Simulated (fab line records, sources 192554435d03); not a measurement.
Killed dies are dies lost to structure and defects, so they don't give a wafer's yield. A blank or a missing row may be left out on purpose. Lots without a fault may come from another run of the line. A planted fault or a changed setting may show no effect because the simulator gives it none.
Chamber matching | flow n5_finfet | N5_BEOL_M9_STRIP_67 on rie_diel-03: 4 sister chambers
The step strips in CF4. 4 wafers are shown with their chamber, then 12 later ones without.

WAFERS WITH THEIR CHAMBER
wafer  | chamber | showerhead_plenum_p_Torr (Torr)
L078.4 | 2       | 1.77
L088.1 | 3       | 1.86
L090.1 | 0       | 1.80
L090.5 | 1       | 1.73

WAFERS WITHOUT THEIR CHAMBER
wafer  | showerhead_plenum_p_Torr (Torr)
L089.2 | 1.86
L089.4 | 1.80
L089.6 | 1.73
L092.1 | 1.77
L092.3 | 1.73
L092.4 | 1.80
L093.1 | 1.79
L093.5 | 1.77
L093.6 | 1.73
L094.2 | 1.77
L094.3 | 1.73
L094.5 | 1.73

WHICH CHAMBER EACH WENT THROUGH
wafer  | from the rows above | in truth
L089.2 | 3                   | 3
L089.4 | 0                   | 0
L089.6 | 1                   | 1
L092.1 | 2                   | 2
L092.3 | 1                   | 1
L092.4 | 0                   | 0
L093.1 | 0                   | 0
L093.5 | 2                   | 2
L093.6 | 1                   | 1
L094.2 | 2                   | 2
L094.3 | 1                   | 1
L094.5 | 1                   | 1
Placed correctly: 12 of 12. Can't be placed from these rows: 0. Placed wrongly: 0.
How it was worked out, from the rows above alone: a wafer's distance from a chamber is the root of the sum, over the readings, of the square of ((its reading less the chamber's mean) divided by the reading's scatter). The wafer belongs to the nearest chamber; if the next one is less than 2 further off, it can't be placed. A chamber's mean is the mean of its shown wafers. The scatter: with one shown wafer a chamber, the root of the mean of the squares of how far each hidden wafer lies from its nearest shown one.
